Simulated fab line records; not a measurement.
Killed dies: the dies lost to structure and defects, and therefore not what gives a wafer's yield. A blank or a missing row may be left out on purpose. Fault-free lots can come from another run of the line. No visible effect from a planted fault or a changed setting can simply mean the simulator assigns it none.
A struck lot beside a sound one | flow n5-finfet | 38 out of 1938 route steps
Sound: the wafers L969.1, L969.2, L969.3. The struck wafers were L960.1, L960.2, L960.4. The cause is given at the end.
Per side, at each step with rows, come the tool, then ch with its chambers, and then its first start. Under that, the readings that differ: sound wafers | struck wafers | difference of the means | sigmas: that difference in standard deviations of wafers without a fault.
alike: a reading whose means differ by less than 2 such deviations, as well as words and numbers matching on both sides. not compared: withheld readings; readings where some wafer has no value; bounds like >300 that might hide an equal value; numbers whose values overlap and for which the record gives no deviation.
The two part at a step that has a row with sigmas, a row that says differs or no value, or rows on one side only. Numbers that have no deviation but don't overlap get no sigmas and don't part them. Lack of a reading on every wafer of one side parts them only where that side has two or more wafers.

first, 11 steps without rows for these wafers: N5_BEOL_M5_SPUTTER_81 (material Cu, target thk 15 nm, time 27.62 s); N5_BEOL_M5_ANNEAL_82 (time 1800 s); N5_BEOL_M5_SPUTTER_83 (material Cu, target thk 15 nm, time 27.62 s); N5_BEOL_M5_ANNEAL_84 (time 1800 s); N5_BEOL_M5_SPUTTER_88 (material Cu, target thk 15 nm, time 27.62 s); N5_BEOL_M5_ANNEAL_89 (time 1800 s); N5_BEOL_M5_SPUTTER_90 (material Cu, target thk 4.5 nm, time 8.29 s); N5_BEOL_M5_ECD_50 (material Cu, target thk 300 nm); N5_BEOL_M5_ANNEAL_51 (time 90 s); N5_BEOL_M5_CMP_52 (polishes, stops on SiCOH lowk, t overpolish 6.9 s, target thk 62 nm); N5_BEOL_M5_PRE_CLEAN_77 (time 15 s).
N5_BEOL_M5_CO_CAP_78: material Co, precursor CCTBA/H2, target thk 2 nm, time 102.1 s.
  sound on cvd-co-02 ch 0,1,2, day 14 17:35; struck on cvd-co-01 ch 0,1,2, day 11 04:49
  alike: heater-power-w
then, 2 steps without rows for these wafers: N5_BEOL_M5_PRE_CLEAN_55 (time 15 s); N5_BEOL_M5_DEP_56 (deposits SiCN from 3MS/NH3, target thk 8 nm, time 14 s).
N5_BEOL_M5_INSPECT_58: inspects for defects (darkfield).
  sound on defect-inspect-02, day 14 17:48; struck on defect-inspect-01, day 11 05:10
  reading          | sound      | struck         | difference | sigmas
  raw-defect-count | 104 79 147 | 1114 1042 1061 | +962       | +46
then, 12 steps without rows for these wafers: N5_BEOL_M6_ILD_DEP_00 (deposits SiCOH lowk from DEMS/porogen, target thk 179.75 nm, time 33.4 s); N5_BEOL_M6_CURE_74 (cures SiCOH lowk, time 240 s); N5_BEOL_M6_PECVD_70 (deposits SiO2 from TEOS/O2, target thk 20 nm, time 22.7 s); N5_BEOL_M6_HM_DEP_02 (deposits TiN, target thk 20 nm); N5_BEOL_M6_COAT_59 (time 60 s, resist thk 100 nm); N5_BEOL_M6_COAT_60 (time 60 s, resist thk 35 nm); N5_BEOL_M6_COAT_05 (resist thk 90 nm); N5_BEOL_M6_EBR_07; N5_BEOL_M6_SOFTBAKE_06 (time 60 s); N5_BEOL_M6_EXPOSE_08 (exposes mask M6); N5_BEOL_M6_PEB_09 (peb time 60 s); N5_BEOL_M6_DEVELOP_10 (develop time 30 s).
N5_BEOL_M6_INSPECT_13: inspects for defects (brightfield).
  sound on defect-inspect-02, day 14 20:19; struck on defect-inspect-01, day 11 07:38
  reading          | sound       | struck         | difference | sigmas
  raw-defect-count | 438 333 502 | 1464 1382 1553 | +1042      | +12
then, 8 steps without rows for these wafers: N5_BEOL_M6_DESCUM_16 (chemistry O2, time 7.9 s); N5_BEOL_M6_ETCH_61 (etches SiARC in CF4, target depth 45.5 nm, time 75.8 s); N5_BEOL_M6_ETCH_62 (etches SOC in N2/H2, target depth 110 nm, overetch 22 nm, time 165 s); N5_BEOL_M6_STRIP_68 (strips in N2/H2); N5_BEOL_M6_STRIP_67 (strips in CF4); N5_BEOL_M6_HM_OPEN_17 (chemistry Cl2/BCl3, target TiN, target depth 20 nm, overetch 6 nm); N5_BEOL_M6_STRIP_19 (strips in O2); N5_BEOL_M6_COAT_63 (time 60 s, resist thk 60 nm).
N5_BEOL_M6_INSPECT_30: inspects for defects (brightfield).
  sound on defect-inspect-01, day 14 21:24; struck on defect-inspect-01, day 11 10:12
  reading          | sound       | struck         | difference | sigmas
  raw-defect-count | 398 313 475 | 1437 1388 1569 | +1069      | +12
-- record jumps: 4 days separate the struck wafers' starts on either side; left off in module BEOL_M6, taken up again in module PASSIVATION, whose first shown step is the route's number 1936 --
N5_PASSIVATION_PROBE_49:
  sound on prober-02, day 18 15:28; struck on prober-01, day 14 23:19
  reading                  | sound     | struck         | difference | sigmas
  defect-limited-yield (%) | 90.9 93.0 | 82.5 83.0 83.6 | -8.9       | -6
  killed_at_M4_up          | 11 6      | 144 121 95     | +112       | +21
  killed-dies              | 107 83    | 207 201 194    | +106       | +6
  killed-on-rim            | 19 17     | 21 28 29       | +8         | +2
  sort_bin_5_function (%)  | 4.9 4.3   | 11.2 10.6 8.5  | +5.5       | +6
  sort-n-pass              | 1073 1097 | 973 979 986    | -106       | -6
  sort-yield-pct (%)       | 90.9 93.0 | 82.5 83.0 83.6 | -8.9       | -6
  alike: killed_at_M0_to_M3, killed-at-contacts, killed-at-front-end, killed-at-other, killed-open, killed-short, sort_bin_6_memory

== WHERE THEY PART ==
At N5_BEOL_M5_INSPECT_58 first; at N5_PASSIVATION_PROBE_49 last (within this record only).

WHY: whatever the simulator had introduced
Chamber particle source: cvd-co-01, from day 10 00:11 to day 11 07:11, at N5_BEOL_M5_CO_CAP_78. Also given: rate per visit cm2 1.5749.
